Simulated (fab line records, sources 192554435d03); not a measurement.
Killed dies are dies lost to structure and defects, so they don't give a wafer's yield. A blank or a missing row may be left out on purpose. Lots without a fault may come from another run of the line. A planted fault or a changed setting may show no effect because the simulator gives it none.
A struck lot beside a sound one | flow n5_finfet | 16 steps out of a route of 1938
Sound: wafers L199.2, L199.3, L199.4. Struck: wafer L198.5. (L198.1 of the same lot was not struck and is left out.) The cause comes at the end.
At each step with rows: each side's tool, then ch and its chambers, then its first start. Under that, the readings that differ: sound wafers | struck wafers | difference of the means | sigmas: that difference in standard deviations of wafers without a fault.
alike: readings whose means differ by less than 2 such deviations, and words and numbers that are the same on both sides. not compared: withheld readings, readings that some wafer has no value for, bounds like >300 that may hide the same value, and numbers for which the record gives no deviation and whose values overlap.
The two part at a step that has a row with sigmas, a row that says differs or no value, or rows on one side only. Numbers that don't overlap but have no deviation are shown without sigmas and don't part them. A reading that every wafer of one side lacks parts them only if that side has two wafers or more.

N5_HKMG_FIN_INSPECT_61: inspects for defects (macro).
  sound on defect_inspect-02, day 8 18:33; struck on defect_inspect-02, day 8 11:20
  alike: raw_defect_count
N5_HKMG_FIN_DESCUM_53: chemistry O2, time 7.9 s.
  sound on rie_diel-06 ch 2,3, day 8 18:35; struck on rie_diel-04 ch 1, day 8 11:22
  reading                | sound             | struck | difference | sigmas
  oes_product_au (a.u.)  | 0.71 0.68 0.68    | 0.88   | +0.19      | +2
  throttle_valve_pct (%) | 20.64 21.03 21.05 | 20.37  | -0.54      | -3
  alike: chamber_pressure_mTorr, drypump_motor_current_A, rf_vpp_V, showerhead_plenum_p_Torr
  not compared: rf_hours_counter_h
then, 3 steps without rows for these wafers: N5_HKMG_FIN_ETCH_54 (etches SiARC in CF4, target depth 45.5 nm, time 75.8 s); N5_HKMG_FIN_ETCH_55 (etches SOC in N2/H2, target depth 240 nm, time 300 s); N5_HKMG_FIN_STRIP_56 (strips in N2/H2).
N5_HKMG_FIN_STRIP_57: strips in CF4.
  sound on rie_diel-06 ch 2,3, day 8 18:52; struck on rie_diel-04 ch 1, day 8 11:38
  reading                | sound             | struck | difference | sigmas
  oes_product_au (a.u.)  | 0.71 0.69 0.70    | 0.86   | +0.16      | +2
  throttle_valve_pct (%) | 13.78 14.18 14.21 | 13.53  | -0.53      | -2
  alike: chamber_pressure_mTorr, drypump_motor_current_A, rf_vpp_V, showerhead_plenum_p_Torr
  not compared: rf_hours_counter_h
then, 1 step without rows for these wafers: N5_HKMG_FIN_ETCH_58 (etches SOC in N2/H2, target depth 215.8 nm, time 741 s).
N5_HKMG_FIN_STRIP_93: strips SOC in N2/H2, time 20 s.
  sound on rie_diel-06 ch 2,3, day 8 19:19; struck on rie_diel-04 ch 1, day 8 12:05
  reading               | sound          | struck | difference | sigmas
  oes_product_au (a.u.) | 0.72 0.68 0.68 | 0.89   | +0.20      | +2
  alike: chamber_pressure_mTorr, drypump_motor_current_A, rf_vpp_V, showerhead_plenum_p_Torr, throttle_valve_pct
  not compared: rf_hours_counter_h
then, 1 step without rows for these wafers: N5_HKMG_FIN_WET_ETCH_76 (etches Al2O3 in dNH4OH, stops on La2O3, target depth 2.25 nm, rinse time 30 s).
N5_HKMG_FIN_STRIP_60: strips in N2/H2, time 360 s.
  sound on plasma_asher-01 ch 0,1, day 8 19:28; struck on plasma_asher-02 ch 1, day 8 12:14
  reading                     | sound       | struck | difference | sigmas
  drypump_motor_current_A (A) | 6.3 6.3 6.6 | 5.4    | -1.0       | -2
  alike: heater_power_w
  not compared: rf_hours_counter_h
then, 2 steps without rows for these wafers: N5_HKMG_FIN_WET_ETCH_77 (etches La2O3 in dHCl, stops on HfO2, target depth 2 nm); N5_HKMG_FIN_WET_ETCH_78 (etches Al2O3 in dNH4OH, stops on La2O3, target depth 4.5 nm, rinse time 30 s).
N5_HKMG_FIN_ALD_79: deposits TiN, target thk 1.5 nm, pulse time 1 s, purge time 3 s.
  sound on ald_metal-04 ch 0,1,3, day 8 19:58; struck on ald_metal-03 ch 1, day 8 12:44
  reading                    | sound             | struck | difference | sigmas
  ald_cycles                 | 68 68 68          | 65     | -3         |
  precursor_pulse_height_rel | 0.999 1.014 0.993 | 0.958  | -0.044     | -2
  alike: heater_power_w
N5_HKMG_FIN_CVD_62: deposits a-Si from Si2H6, target thk 3 nm, time 20.8 s.
  sound on thermal_cvd_si-01 ch 0,1, day 8 20:19; struck on thermal_cvd_si-02 ch 2, day 8 13:05
  alike: heater_power_w
-- the record jumps here: 3 days lie between the struck wafers' starts before and after (it left off in module HKMG_FIN and takes up again in module BEOL_M4, whose first step shown is number 1111 of the route) --
N5_BEOL_M4_RC_MEAS_101:
  sound on prober-01 ch 0, day 12 05:05; struck on prober-01 ch 0, day 11 21:40
  reading       | sound       | struck | difference | sigmas
  ION_N (uA/um) | 690 673 660 | 702    | +28        | +3
  ION_P (uA/um) | 466 456 457 | 476    | +16        | +2
  alike: DIBL_N, DIBL_P, IOFF_N, IOFF_P, SS_N, SS_P, VT_N, VT_P
-- the record jumps here: 4 days lie between the struck wafers' starts before and after (it left off in module BEOL_M4 and takes up again in module PASSIVATION, whose first step shown is number 1936 of the route) --
N5_PASSIVATION_PROBE_49:
  sound on prober-02, day 15 19:23; struck on prober-01, day 15 16:00
  alike: defect_limited_yield, killed_at_M0_to_M3, killed_at_M4_up, killed_at_contacts, killed_at_front_end, killed_at_other, killed_dies, killed_on_rim, killed_open, killed_short, sort_bin_5_function, sort_bin_6_memory, sort_bin_8_speed, sort_n_pass, sort_yield_pct

WHERE THEY PART
First at N5_HKMG_FIN_DESCUM_53; last, within this record, at N5_BEOL_M4_RC_MEAS_101. Later steps at which nothing parts them and some readings are alike: N5_PASSIVATION_PROBE_49.

WHY: what the simulator had put in
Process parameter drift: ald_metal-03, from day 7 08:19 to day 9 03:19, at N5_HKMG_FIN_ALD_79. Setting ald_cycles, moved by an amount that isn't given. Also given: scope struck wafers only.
